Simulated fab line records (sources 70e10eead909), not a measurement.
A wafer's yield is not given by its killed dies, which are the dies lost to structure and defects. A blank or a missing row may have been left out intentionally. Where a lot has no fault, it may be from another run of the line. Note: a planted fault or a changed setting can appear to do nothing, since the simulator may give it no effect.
Which tool did it? | flow nand-harc | 6 lots, 18 wafers sampled, at 4 steps of a route of 1302

## WHAT EACH GAUGE READ, for each wafer
NHARC_A_BLC_CD_MEAS_10: target cd 100 nm.
lot  | measured     | on        | cd-nm (nm)
L406 | day 21 22:47 | cd-sem-03 | 99.8 100.3 99.7
L409 | day 22 15:50 | cd-sem-02 | 99.0 99.6 99.7
L411 | day 24 00:34 | cd-sem-03 | 99.6 100.3 100.1
L415 | day 25 22:40 | cd-sem-03 | 107.8 107.5 108.0
L419 | day 27 02:42 | cd-sem-01 | 100.7 99.8 100.8
L422 | day 28 21:56 | cd-sem-02 | 100.4 101.1 100.0

## TOOL THAT RAN EACH LOT (tool first, then ch and the chambers of the sampled wafers, then the start)
lot  | NHARC_A_CONTACT_ETCH_136             | NHARC_A_CONTACT_ETCH_92            | NHARC_A_BLC_PEB_08
L406 | har-cap-etch-02 ch 0,1, day 21 18:22 | rie-diel-02 ch 0,1,2, day 21 19:41 | litho-track-06 ch 0, day 21 22:42
L409 | har-cap-etch-01 ch 0,1, day 22 11:29 | rie-diel-02 ch 1,3, day 22 12:50   | litho-track-01 ch 0, day 22 15:46
L411 | har-cap-etch-02 ch 0,1, day 23 20:00 | rie-diel-01 ch 1,2, day 23 21:22   | litho-track-06 ch 0, day 24 00:29
L415 | har-cap-etch-02 ch 0,1, day 25 18:14 | rie-diel-07 ch 1,2,3, day 25 19:37 | litho-track-01 ch 0, day 25 22:35
L419 | har-cap-etch-02 ch 0, day 26 22:13   | rie-diel-01 ch 0,1, day 26 23:32   | litho-track-06 ch 0, day 27 02:37
L422 | har-cap-etch-02 ch 0,1, day 28 17:32 | rie-diel-07 ch 0,1,3, day 28 18:57 | litho-track-06 ch 0, day 28 21:51
- NHARC_A_CONTACT_ETCH_136: etches the open film in C4F8/O2/Ar, time 311 s, target depth 1912 nm.
- NHARC_A_CONTACT_ETCH_92: etches the open film in CH3F/O2, target depth 40 nm, time 85.7 s.
- NHARC_A_BLC_PEB_08: peb time 65 s.

## THE ANSWER, worked out from the rows above alone
Rule: the usual values come from the lots themselves. The widest of any qualifying gaps counts: lots, ordered by their means at a reading, are off when they make up no more than a third of the lots, leave a main group of 4 or more, and stand apart from it by 3 or more times the standard deviation of that group's means. The tables above print the reading to a certain number of digits; a main group whose means all agree to those digits is not used. Also off: a lot with no number at a reading for which 4 or more lots have one. Any other lot the step has rows for is counted as sound.
Off at NHARC_A_BLC_CD_MEAS_10 (cd-nm): L415. Main group: mean 100.1 nm, sd 0.39.
If a tool, at a process step before that reading, ran all the lots that are off and no sound lot after the first of them, it fits. Those tools and the gauges at NHARC_A_BLC_CD_MEAS_10 are tried in the same way. Can't be told from this: 2 tools fit, litho-track-01 at NHARC_A_BLC_PEB_08, cd-sem-03 at NHARC_A_BLC_CD_MEAS_10.

## WHAT THE SIMULATOR HAD PUT IN
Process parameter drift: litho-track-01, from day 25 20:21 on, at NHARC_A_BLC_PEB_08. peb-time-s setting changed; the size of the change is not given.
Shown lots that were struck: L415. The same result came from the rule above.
